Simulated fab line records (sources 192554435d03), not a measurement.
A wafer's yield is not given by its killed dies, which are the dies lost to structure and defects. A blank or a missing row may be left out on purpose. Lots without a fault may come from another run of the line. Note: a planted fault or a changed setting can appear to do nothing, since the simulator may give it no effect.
fab line records	flow n5_finfet
[record] lots = 10	wafers = 29	last_day = 15
route steps=1938 shown BEOL_M4@1111 BEOL_M8@1336 PASSIVATION@1936
lots that met no fault: from a run of the same line without faults
start_h: hours from the record's first day to the start of the lot's first wafer shown	wait_h: hours since the lot's step before	" repeats the value in the row above	L1.1+2: several wafers, shown together as one row	- no value, or no start was given	* or withheld: withheld	< > ~ a bound
route shown NAME@n: a module of which the file shows steps, and the number in the route of the first	usual: mean/standard deviation taken from wafers without a fault	same: alike in all rows	chamber/n: place in a boat	sites: readings site by site	_std_site: the values' standard deviation	_edge_site: outer sites' mean less inner sites'	radius_mm: for every site, how far away it sits from the centre of the wafer	mask NAME#n: copy n	behind: tool/chamber where the wafer was last shaped	hold: the reason the lot was held/the length of the hold in hours/how it ended	device: the n, p or np transistor that did not switch	end of line: at the end of the route, the tests of the same wafers	a step given without rows: its recipe and nothing more	killed: dies lost to structure and defects at the first sort, not the wafer's yield	map: dies across one wafer; x = killed, . = not, _ = none there
set.NAME: setting as actually run; set.NAME@STEP: the setting as run at that earlier step	model.NAME: the simulator's own value behind a step, which no gauge read
the route's steps for a sample of lots (tables are steps, rows are wafers)
services: the hour from which a tool's chamber was out of use, counted from the record's first day as start_h (under 0 if before that day), plus the number of hours and why
[[steps]]
[step N5_BEOL_M4_RC_MEAS_101]
[usual] DIBL_N = 36.6/2.1	DIBL_P = 36.5/2.7	IOFF_N = 0.17/0.043	IOFF_P = 0.22/0.045	ION_N = 674/17	ION_P = 461/9.9	SS_N = 71.7/0.79	SS_P = 73.4/0.79	VT_N = 249/4	VT_P = -250/3.3
lot.wafer	tool	chamber	start_h	wait_h	DIBL_N[mV/V]	DIBL_P[mV/V]	IOFF_N[nA/um]	IOFF_P[nA/um]	ION_N[uA/um]	ION_P[uA/um]	SS_N[mV/dec]	SS_P[mV/dec]	VT_N[mV]	VT_P[mV]
L727.2	prober-01	0	188.87	0.2	33.1	33.5	0.10	0.14	647	443	70.5	71.6	258	-256
L727.4	"	0	"	"	34.9	36.1	0.14	0.18	658	454	71.3	73.0	252	-254
L727.5	"	0	"	"	38.3	39.8	0.22	0.24	696	469	72.1	73.2	244	-251
L731.1	prober-01	0	194.77	0.0	39.7	39.8	0.19	0.27	657	452	71.8	75.0	249	-248
L731.2	"	0	"	"	36.1	32.2	0.13	0.15	644	439	70.9	72.2	254	-255
L731.6	"	0	"	"	35.1	33.3	0.12	0.17	645	449	70.6	72.6	254	-255
L729.1	prober-02	0	194.93	0.0	40.5	39.4	0.23	0.26	695	463	73.2	74.4	247	-250
L729.2	"	0	"	"	37.7	35.1	0.17	0.19	676	454	72.8	73.9	250	-254
L729.6	"	0	"	"	38.3	37.4	0.20	0.23	693	464	72.4	73.9	248	-248
L734.2	prober-01	0	209.24	0.2	35.3	37.4	0.13	0.21	659	456	71.8	73.9	252	-251
L734.3	"	0	"	"	32.8	33.5	0.10	0.16	664	462	70.7	72.6	256	-254
L734.5	"	0	"	"	32.1	33.0	0.10	0.15	662	459	71.0	72.1	257	-254
L732.3	prober-02	0	215.73	0.3	39.5	41.3	0.25	0.30	692	469	73.0	74.9	244	-246
L732.4	"	0	"	"	39.0	40.2	0.25	0.30	689	468	72.0	74.1	242	-245
L732.6	"	0	"	"	37.1	36.6	0.20	0.23	687	465	72.0	73.9	248	-246
L736.1	prober-02	0	218.22	0.0	35.5	36.0	0.15	0.23	673	467	71.9	73.6	248	-246
L736.2	"	0	"	"	37.8	38.4	0.19	0.27	682	478	72.0	74.2	249	-246
L735.2	prober-01	0	218.80	0.2	35.0	36.0	0.16	0.23	689	474	71.0	73.7	247	-247
L735.5	"	0	"	"	36.8	37.5	0.17	0.24	670	458	71.2	73.5	249	-247
L735.6	"	0	"	"	34.8	35.0	0.15	0.20	680	468	70.5	72.8	250	-251
L738.1	prober-02	0	242.47	0.0	35.8	35.8	0.15	0.18	688	468	72.0	73.0	251	-252
L738.2	"	0	"	"	35.8	36.8	0.16	0.19	660	452	71.7	73.8	247	-252
L738.6	"	0	"	"	36.0	34.5	0.15	0.17	671	451	72.4	73.3	252	-252
L739.4	prober-01	0	250.24	0.5	34.9	33.3	0.14	0.17	683	465	71.6	72.3	252	-248
L739.5	"	0	"	"	35.6	34.0	0.16	0.19	686	470	71.4	72.0	248	-248
L739.6	"	0	"	"	36.1	35.9	0.15	0.21	680	467	71.4	73.3	251	-246
L740.1	prober-02	0	269.86	0.0	35.7	36.7	0.15	0.22	667	466	71.7	73.9	253	-248
L740.3	"	0	"	"	36.4	37.6	0.16	0.24	666	466	71.9	73.5	252	-247
L740.5	"	0	"	"	35.5	36.8	0.14	0.22	673	465	70.7	73.5	252	-249
[step N5_BEOL_M8_HM_DEP_02]
[recipe] material = TiN	target_thk_a = 200	temp_c = 25	chamber_pressure_pa = 0.49996
[usual] throttle_valve_pct = 30.1/0.86
lot.wafer	tool	chamber	start_h	wait_h	throttle_valve_pct
L727.2	pvd_sputter-02	-	218.56	1.3	29.6
L727.4	"	-	"	"	29.6
L727.5	"	-	"	"	30.7
L729.1	pvd_sputter-01	-	225.94	0.9	30.2
L729.2	"	-	"	"	30.4
L729.6	"	-	"	"	30.4
L731.1	pvd_sputter-02	-	226.86	0.8	29.8
L731.2	"	-	"	"	31.0
L731.6	"	-	"	"	30.7
L734.2	pvd_sputter-02	-	238.47	0.4	29.7
L734.3	"	-	"	"	29.8
L734.5	"	-	"	"	29.9
L732.3	pvd_sputter-02	-	246.58	0.9	29.7
L732.4	"	-	"	"	30.0
L732.6	"	-	"	"	29.5
L736.1	pvd_sputter-02	-	249.26	1.6	30.4
L736.2	"	-	"	"	29.8
L735.2	pvd_sputter-01	-	249.37	1.5	30.2
L735.5	"	-	"	"	28.7
L735.6	"	-	"	"	30.4
L738.1	pvd_sputter-03	-	271.55	1.0	31.1
L738.2	"	-	"	"	31.8
L738.6	"	-	"	"	32.3
L739.4	pvd_sputter-02	-	282.19	0.8	29.7
L739.5	"	-	"	"	29.6
L739.6	"	-	"	"	29.9
L740.1	pvd_sputter-02	-	301.52	2.0	31.1
L740.3	"	-	"	"	29.6
L740.5	"	-	"	"	29.6
[step N5_BEOL_M8_STRIP_19]
[recipe] chemistry = O2	power_w = 400	temp_c = 40	pressure_mtorr = 30	rf_frequency_hz = 6e+07	bias_power_w = 0	overash_fraction = 0.2	o2_flow_sccm = 225
[usual] drypump_motor_current_A = 6.0/0.39	oes_product_au = 0.77/0.078	rf_vpp_V = 3.7/0.57	showerhead_plenum_p_Torr = 2.09/0.066	temp_c = 40.00/0.11	throttle_valve_pct = 16.75/0.26
lot.wafer	tool	chamber	start_h	wait_h	drypump_motor_current_A	oes_product_au	rf_hours_counter_h	rf_vpp_V	showerhead_plenum_p_Torr	temp_c	throttle_valve_pct
L727.2	rie_diel-03	3	219.57	0.1	6.3	0.83	91	3.3	2.01	40.00	16.21
L727.4	"	1	"	"	5.5	0.81	87	3.1	2.12	39.81	16.85
L727.5	"	2	"	"	5.4	0.72	-	3.1	2.05	40.10	16.37
L729.1	rie_diel-03	2	226.92	0.1	5.4	0.72	196	4.2	2.05	39.90	16.38
L729.2	"	0	"	"	6.1	0.69	188	4.5	2.12	40.06	17.22
L729.6	"	0	"	"	6.1	0.71	-	3.3	2.12	40.09	17.20
L731.1	rie_diel-01	0	227.98	0.2	6.4	0.77	158	3.9	2.18	40.04	16.79
L731.2	"	2	"	"	6.2	0.90	47	3.4	2.14	40.04	16.77
L731.6	"	2	"	"	6.2	0.89	-	4.9	2.14	39.98	16.76
L734.2	rie_diel-01	1	239.54	0.1	6.0	0.71	191	3.2	1.98	39.92	16.65
L734.3	"	0	"	"	6.4	0.76	162	3.5	2.18	40.07	16.80
L734.5	"	0	"	"	6.5	0.77	-	3.3	2.18	39.98	16.79
L732.3	rie_diel-01	0	247.77	0.2	6.4	0.76	164	3.5	2.18	40.03	16.81
L732.4	"	1	"	"	5.9	0.69	193	4.2	1.98	40.08	16.64
L732.6	"	3	"	"	6.1	0.69	-	3.7	2.08	39.96	17.19
L736.1	rie_diel-01	2	250.35	0.2	6.2	0.87	54	4.0	2.14	39.99	16.81
L736.2	"	1	"	"	6.0	0.71	194	3.6	1.98	39.83	16.65
L735.2	rie_diel-03	1	250.44	0.1	5.4	0.80	97	4.0	2.12	40.07	16.87
L735.5	"	0	"	"	6.1	0.70	-	4.6	2.12	40.00	17.22
L735.6	"	1	"	"	5.5	0.80	-	3.3	2.12	40.05	16.88
L738.1	rie_diel-03	3	272.52	0.1	6.3	0.83	109	3.2	2.01	40.16	16.22
L738.2	"	0	"	"	6.1	0.70	205	4.3	2.11	40.12	17.22
L738.6	"	3	"	"	6.3	0.83	-	4.3	2.01	40.05	16.24
L739.4	rie_diel-01	3	283.21	0.1	6.1	0.97	2	4.4	2.08	40.06	16.70
L739.5	"	0	"	"	6.4	0.74	-	2.9	2.17	39.85	16.82
L739.6	"	1	"	"	6.0	0.69	-	4.0	1.97	39.90	16.68
L740.1	rie_diel-06	2	303.06	0.1	5.4	0.70	237	3.5	2.07	40.03	16.72
L740.3	"	1	"	"	6.5	0.91	21	4.6	2.11	39.90	16.42
L740.5	"	0	"	"	5.7	0.76	-	3.7	2.19	40.12	16.79
[step N5_BEOL_M8_OVL_MEAS_29]
[recipe] points_per_wafer = 522
[usual] V7_OVL = 0.0/0.6
lot.wafer	tool	chamber	start_h	wait_h	V7_OVL[nm]
L727.2	overlay-02	0	220.53	0.0	-0.6
L727.4	"	0	"	"	0.7
L727.5	"	0	"	"	0.0
L729.1	overlay-01	0	227.46	0.0	0.8
L729.2	"	0	"	"	0.3
L729.6	"	0	"	"	0.6
L731.1	overlay-01	0	230.96	0.0	0.8
L731.2	"	0	"	"	0.9
L731.6	"	0	"	"	-0.1
L734.2	overlay-01	0	241.12	0.0	-0.7
L734.3	"	0	"	"	-0.8
L734.5	"	0	"	"	-0.2
L732.3	overlay-01	0	248.44	0.1	0.7
L732.4	"	0	"	"	-0.4
L732.6	"	0	"	"	-0.6
L736.1	overlay-02	0	251.88	0.0	-0.2
L736.2	"	0	"	"	0.1
L735.2	overlay-01	0	252.13	0.0	0.0
L735.5	"	0	"	"	-1.2
L735.6	"	0	"	"	-0.4
L738.1	overlay-02	0	272.93	0.0	1.0
L738.2	"	0	"	"	0.4
L738.6	"	0	"	"	0.3
L739.4	overlay-01	0	284.29	0.0	-0.9
L739.5	"	0	"	"	-0.8
L739.6	"	0	"	"	0.5
L740.1	overlay-01	0	305.42	0.0	-1.4
L740.3	"	0	"	"	-0.5
L740.5	"	0	"	"	-1.7
[step N5_BEOL_M8_INSPECT_30]
[recipe] mode = adi	inspect_instrument = brightfield
[usual] raw_defect_count = 444/90
lot.wafer	tool	chamber	start_h	wait_h	raw_defect_count
L727.2	defect_inspect-01	-	220.58	0.0	445
L727.4	"	-	"	"	425
L727.5	"	-	"	"	412
L729.1	defect_inspect-01	-	227.52	0.1	611
L729.2	"	-	"	"	538
L729.6	"	-	"	"	600
L731.1	defect_inspect-01	-	231.02	0.1	318
L731.2	"	-	"	"	253
L731.6	"	-	"	"	361
L734.2	defect_inspect-02	-	241.17	0.0	646
L734.3	"	-	"	"	462
L734.5	"	-	"	"	682
L732.3	defect_inspect-01	-	248.49	0.0	670
L732.4	"	-	"	"	451
L732.6	"	-	"	"	567
L736.1	defect_inspect-02	-	251.94	0.1	433
L736.2	"	-	"	"	587
L735.2	defect_inspect-02	-	252.18	0.0	467
L735.5	"	-	"	"	419
L735.6	"	-	"	"	366
L738.1	defect_inspect-02	-	272.99	0.1	411
L738.2	"	-	"	"	440
L738.6	"	-	"	"	379
L739.4	defect_inspect-02	-	284.33	0.0	471
L739.5	"	-	"	"	354
L739.6	"	-	"	"	405
L740.1	defect_inspect-02	-	305.47	0.1	284
L740.3	"	-	"	"	259
L740.5	"	-	"	"	369
[step N5_BEOL_M8_OCD_MEAS_38]
[usual] trench_depth_nm = 92.5/2.6
lot.wafer	tool	chamber	start_h	wait_h	trench_depth_nm
L727.2	ocd-01	-	221.05	-	94.8
L727.4	"	-	"	"	89.7
L727.5	"	-	"	"	94.9
L729.1	ocd-02	-	228.23	-	92.5
L729.2	"	-	"	"	90.5
L729.6	"	-	"	"	93.8
L731.1	ocd-02	-	231.48	-	89.2
L731.2	"	-	"	"	90.1
L731.6	"	-	"	"	88.8
L734.2	ocd-02	-	241.98	-	95.7
L734.3	"	-	"	"	94.4
L734.5	"	-	"	"	94.9
L732.3	ocd-02	-	248.95	-	94.9
L732.4	"	-	"	"	90.1
L732.6	"	-	"	"	92.2
L736.1	ocd-02	-	252.41	-	91.9
L736.2	"	-	"	"	92.9
L735.2	ocd-02	-	252.76	-	94.8
L735.5	"	-	"	"	97.3
L735.6	"	-	"	"	89.5
L738.1	ocd-02	-	273.47	-	88.9
L738.2	"	-	"	"	93.8
L738.6	"	-	"	"	88.9
L739.4	ocd-01	-	284.81	-	92.2
L739.5	"	-	"	"	92.9
L739.6	"	-	"	"	93.2
L740.1	ocd-02	-	306.05	-	98.0
L740.3	"	-	"	"	91.1
L740.5	"	-	"	"	55.0
[step N5_PASSIVATION_PROBE_49]
[usual] defect_limited_yield = 91.5/1.7	killed_at_M0_to_M3 = 33/11	killed_at_M4_up = 13/5.2	killed_at_contacts = 11/5.7	killed_at_front_end = 39/11	killed_at_other = 4/3	killed_dies = 101/20	killed_on_rim = 13/4.1	killed_open = 66/15	killed_short = 33/8.4	sort_bin_4_leakage = 0.01/0.073	sort_bin_5_function = 5.0/1.1	sort_bin_6_memory = 3.2/0.69	sort_bin_8_speed = 0.1/0.52	sort_n_pass = 1078/20	sort_yield_pct = 91.4/1.7
[same] gross_dies = 1180	killed_at_back_side = 0
lot.wafer	tool	chamber	start_h	wait_h	defect_limited_yield[%]	killed_at_M0_to_M3	killed_at_M4_up	killed_at_contacts	killed_at_front_end	killed_at_other	killed_dies	killed_on_rim	killed_open	killed_short	sort_bin_4_leakage[%]	sort_bin_5_function[%]	sort_bin_6_memory[%]	sort_bin_8_speed[%]	sort_n_pass	sort_yield_pct[%]
L729.1	prober-01	-	297.33	0.0	89.6	43	25	12	39	4	123	17	84	35	0	6.9	3.2	0	1057	89.6
L729.2	prober-01	-	297.38	0.1	90.3	31	20	19	40	4	114	18	68	37	0	5.7	3.8	0	1066	90.3
L729.6	prober-01	-	297.58	0.3	91.8	19	18	10	48	2	97	16	67	27	0	5.1	2.9	0	1083	91.8
L734.2	prober-01	-	315.66	0.1	90.3	58	17	7	26	6	114	16	76	35	0	5.6	3.8	0	1066	90.3
L734.3	prober-01	-	315.71	0.1	91.9	41	11	9	32	2	95	15	62	31	0	5.3	2.5	0	1085	91.9
L734.5	prober-01	-	315.81	0.2	91.0	50	11	13	23	9	106	12	60	45	0	5.0	3.5	0	1074	91.0
L736.1	prober-01	-	321.15	0.0	91.8	22	10	15	44	6	97	17	59	36	0	4.9	3.1	0	1083	91.8
L736.2	prober-01	-	321.20	0.1	90.5	33	8	8	60	3	112	20	69	41	0	5.7	3.3	0	1068	90.5
L735.2	prober-02	-	331.77	0.1	94.7	20	3	10	28	1	62	10	43	16	0	3.1	2.1	0	1118	94.7
L735.5	prober-02	-	331.92	0.2	93.3	28	9	6	34	2	79	10	56	20	0	3.7	2.7	0	1101	93.3
L735.6	prober-02	-	331.97	0.3	93.6	30	12	14	20	0	76	10	57	16	0	3.3	2.9	0	1104	93.6
L738.1	prober-01	-	342.43	0.0	89.2	42	7	8	62	8	127	18	76	50	0	6.4	3.9	0	1053	89.2
L738.2	prober-01	-	342.48	0.1	88.7	51	16	11	54	1	133	23	91	42	0	6.9	3.7	0	1047	88.7
L738.6	prober-01	-	342.68	0.3	89.4	21	23	13	64	4	125	18	77	46	0	6.9	3.4	0	1055	89.4
L739.4	prober-01	-	364.26	0.2	87.2	54	22	4	67	4	151	21	97	54	0	8.1	4.5	0	1029	87.2
L739.5	prober-01	-	364.31	0.2	90.2	39	18	11	47	1	116	11	78	34	0	5.5	4.1	0	1064	90.2
L739.6	prober-01	-	364.36	0.3	88.5	55	20	14	44	3	136	16	96	37	0	6.9	4.4	0	1044	88.5
L740.1	prober-02	-	371.46	0.0	92.9	30	3	8	38	5	84	7	57	26	0	4.0	3.1	0	1096	92.9
L740.3	prober-02	-	371.56	0.1	93.3	20	5	9	44	1	79	8	53	25	0	3.9	2.5	0	1101	93.3
L740.5	prober-02	-	371.66	0.2	56.7	26	442	5	36	2	511	152	52	24	0	40.3	2.9	0	669	56.7
// killed by level:class
L729.1 BEOL_M0_SAQP:geometric_particle:open=13 MOL_CONTACT_COAG:geometric_particle:open=11 BEOL_M4:geometric_particle:open=11 STI_FIN_REVEAL:geometric_particle:open=9 BEOL_M3:geometric_particle:open=9 BEOL_M0_SAQP:geometric_particle:short=8 FIN_SAQP:geometric_particle:open=5 GATE_CUT:geometric_particle:short=5
L729.2 MOL_CONTACT_COAG:geometric_particle:open=10 MOL_CONTACT_COAG:geometric_particle:short=9 STI_FIN_REVEAL:geometric_particle:open=8 BEOL_M4:geometric_particle:open=8 FIN_SAQP:geometric_particle:open=7 BEOL_M1:geometric_particle:open=7 STARTING-WAFER:geometric_particle:open=6 BEOL_M3:geometric_particle:short=6
L729.6 STI_FIN_REVEAL:geometric_particle:open=22 MOL_CONTACT_COAG:geometric_particle:open=8 BEOL_M1:geometric_particle:open=7 GATE_CUT:geometric_particle:open=6 STI_FIN_REVEAL:geometric_particle:short=4 BEOL_M3:geometric_particle:open=4 BEOL_M4:geometric_particle:open=4 BEOL_M5:geometric_particle:open=4
L734.2 BEOL_M3:geometric_particle:open=14 BEOL_M0_SAQP:geometric_particle:short=11 BEOL_M2:geometric_particle:open=10 BEOL_M0_SAQP:geometric_particle:open=9 BEOL_M4:geometric_particle:open=6 MOL_CONTACT_COAG:geometric_particle:open=6 BEOL_M1:geometric_particle:open=6 GATE_CUT:geometric_particle:short=4
L734.3 BEOL_M0_SAQP:geometric_particle:short=13 BEOL_M2:geometric_particle:open=13 FIN_SAQP:geometric_particle:short=8 GATE_CUT:geometric_particle:open=8 MOL_CONTACT_COAG:geometric_particle:open=8 BEOL_M1:geometric_particle:open=6 BEOL_M4:geometric_particle:open=4 STARTING-WAFER:geometric_particle:open=4
L734.5 BEOL_M3:geometric_particle:short=12 BEOL_M3:geometric_particle:open=11 MOL_CONTACT_COAG:geometric_particle:open=10 BEOL_M0_SAQP:geometric_particle:short=10 BEOL_M0_SAQP:geometric_particle:open=5 BEOL_M1:geometric_particle:open=5 STI_FIN_REVEAL:geometric_particle:open=4 GATE_CUT:geometric_particle:open=4
L736.1 MOL_CONTACT_COAG:geometric_particle:open=12 FIN_SAQP:geometric_particle:short=11 GATE_CUT:geometric_particle:short=9 STI_FIN_REVEAL:geometric_particle:open=5 GATE_CUT:geometric_particle:open=5 BEOL_M3:geometric_particle:open=5 DUMMY_GATE:geometric_particle:open=4 BEOL_M0_SAQP:geometric_particle:short=4
L736.2 STI_FIN_REVEAL:geometric_particle:open=23 BEOL_M0_SAQP:geometric_particle:short=9 MOL_CONTACT_COAG:geometric_particle:open=7 BEOL_M3:geometric_particle:open=7 DUMMY_GATE:geometric_particle:open=6 FIN_SAQP:geometric_particle:short=5 BEOL_M0_SAQP:geometric_particle:open=5 STI_FIN_REVEAL:geometric_particle:short=4
L735.2 MOL_CONTACT_COAG:geometric_particle:open=9 DUMMY_GATE:geometric_particle:open=7 BEOL_M2:geometric_particle:open=5 FIN_SAQP:geometric_particle:open=4 BEOL_M0_SAQP:geometric_particle:open=4 BEOL_M0:geometric_particle:open=4 STI_FIN_REVEAL:geometric_particle:open=3 DUMMY_GATE:geometric_particle:short=3
L735.5 DUMMY_GATE:geometric_particle:open=8 BEOL_M3:geometric_particle:open=8 FIN_SAQP:geometric_particle:open=5 STI_FIN_REVEAL:geometric_particle:open=5 BEOL_M0_SAQP:geometric_particle:open=5 BEOL_M1:geometric_particle:open=5 FIN_SAQP:geometric_particle:short=4 MOL_CONTACT_COAG:geometric_particle:short=3
L735.6 BEOL_M3:geometric_particle:open=13 MOL_CONTACT_COAG:geometric_particle:open=11 BEOL_M2:geometric_particle:open=6 DUMMY_GATE:geometric_particle:open=5 BEOL_M8:geometric_particle:open=4 MOL_CONTACT_COAG:geometric_particle:short=3 BEOL_M4:geometric_particle:open=3 STARTING-WAFER:geometric_particle:open=3
L738.1 STI_FIN_REVEAL:geometric_particle:open=29 FIN_SAQP:geometric_particle:short=12 BEOL_M0_SAQP:geometric_particle:short=8 BEOL_M3:geometric_particle:open=7 BEOL_M1:geometric_particle:short=7 MOL_CONTACT_COAG:geometric_particle:open=6 BEOL_M2:geometric_particle:open=6 BEOL_M0_SAQP:geometric_particle:open=5
L738.2 FIN_SAQP:geometric_particle:short=16 STI_FIN_REVEAL:geometric_particle:open=14 BEOL_M0_SAQP:geometric_particle:open=13 BEOL_M3:geometric_particle:open=13 FIN_SAQP:geometric_particle:open=12 MOL_CONTACT_COAG:geometric_particle:open=9 BEOL_M0_SAQP:geometric_particle:short=9 BEOL_M1:geometric_particle:open=5
L738.6 STI_FIN_REVEAL:geometric_particle:open=26 FIN_SAQP:geometric_particle:short=15 BEOL_M0_SAQP:geometric_particle:short=12 MOL_CONTACT_COAG:geometric_particle:open=11 BEOL_M4:geometric_particle:open=10 FIN_SAQP:geometric_particle:open=9 BEOL_M3:geometric_particle:open=5 STI_FIN_REVEAL:geometric_particle:short=3
L739.4 FIN_SAQP:geometric_particle:open=18 STI_FIN_REVEAL:geometric_particle:open=18 BEOL_M0_SAQP:geometric_particle:short=13 BEOL_M3:geometric_particle:open=11 BEOL_M4:geometric_particle:open=10 BEOL_M0_SAQP:geometric_particle:open=9 FIN_SAQP:geometric_particle:short=8 BEOL_M3:geometric_particle:short=8
L739.5 STI_FIN_REVEAL:geometric_particle:open=12 BEOL_M3:geometric_particle:open=10 FIN_SAQP:geometric_particle:open=8 DUMMY_GATE:geometric_particle:open=6 MOL_CONTACT_COAG:geometric_particle:open=6 BEOL_M2:geometric_particle:open=6 STARTING-WAFER:geometric_particle:open=6 FIN_SAQP:geometric_particle:short=5
L739.6 STI_FIN_REVEAL:geometric_particle:open=19 BEOL_M4:geometric_particle:open=14 BEOL_M0_SAQP:geometric_particle:open=12 MOL_CONTACT_COAG:geometric_particle:open=12 BEOL_M0_SAQP:geometric_particle:short=9 BEOL_M1:geometric_particle:open=8 BEOL_M3:geometric_particle:open=7 STI_FIN_REVEAL:geometric_particle:short=7
L740.1 BEOL_M0_SAQP:geometric_particle:open=12 STI_FIN_REVEAL:geometric_particle:open=11 MOL_CONTACT_COAG:geometric_particle:open=7 BEOL_M3:geometric_particle:open=7 GATE_CUT:geometric_particle:short=4 FIN_SAQP:geometric_particle:short=3 STI_FIN_REVEAL:geometric_particle:short=3 BEOL_M2:geometric_particle:open=3
L740.3 STI_FIN_REVEAL:geometric_particle:open=19 MOL_CONTACT_COAG:geometric_particle:open=7 BEOL_M3:geometric_particle:open=5 FIN_SAQP:geometric_particle:short=4 BEOL_M1:geometric_particle:open=4 STI_FIN_REVEAL:geometric_particle:short=3 ILD0:geometric_particle:open=3 BEOL_M0_SAQP:geometric_particle:short=3
L740.5 BEOL_M8:area_open=435 STI_FIN_REVEAL:geometric_particle:open=11 FIN_SAQP:geometric_particle:open=8 BEOL_M0_SAQP:geometric_particle:open=7 STI_FIN_REVEAL:geometric_particle:short=5 BEOL_M1:geometric_particle:open=5 BEOL_M0_SAQP:geometric_particle:short=4 MOL_CONTACT_COAG:geometric_particle:open=4
[[services]]
tool	chamber	start_h	hours	kind
rie_diel-06	1	220.53	-	clean
rie_diel-06	1	220.53	-	consumable_replace:focus_ring
rie_diel-06	1	220.53	20.2	scheduled_down
rie_diel-06	1	220.53	20.2	vent_cycle
rie_diel-03	-	222.26	2.8	pm
rie_diel-01	3	255.63	-	clean
rie_diel-01	3	255.63	-	consumable_replace:focus_ring
rie_diel-01	3	255.63	20.5	scheduled_down
rie_diel-01	3	255.63	20.5	vent_cycle
[[key]]
[first_sign] step = N5_BEOL_M8_OCD_MEAS_38	reading = trench_depth_nm	direction = down	sigmas = 15	usual = 92.5	struck = 55.0
[effect] step = N5_PASSIVATION_PROBE_49	reading = killed_at_M4_up	direction = up	sigmas = 83	usual = 13	struck = 442
[more_kills_born_at] N5_BEOL_M8_HM_OPEN_17@rie_metal-03 = 435
met_at N5_BEOL_M8_HM_DEP_02
struck_lots L740
struck_wafers L740.5
not_acting_at N5_BEOL_M8_STRIP_19,N5_BEOL_M8_OVL_MEAS_29,N5_BEOL_M8_INSPECT_30
onset_between 282.19 301.52
[fault] kind = process_parameter_drift	tool = pvd_sputter-02	chamber = -	onset_h = 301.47	steps = N5_BEOL_M8_HM_DEP_02	channel = target_thk_a	offset = *	shape = step	end_h = 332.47	scope = struck_wafers_only	acts_in = *	stated = *
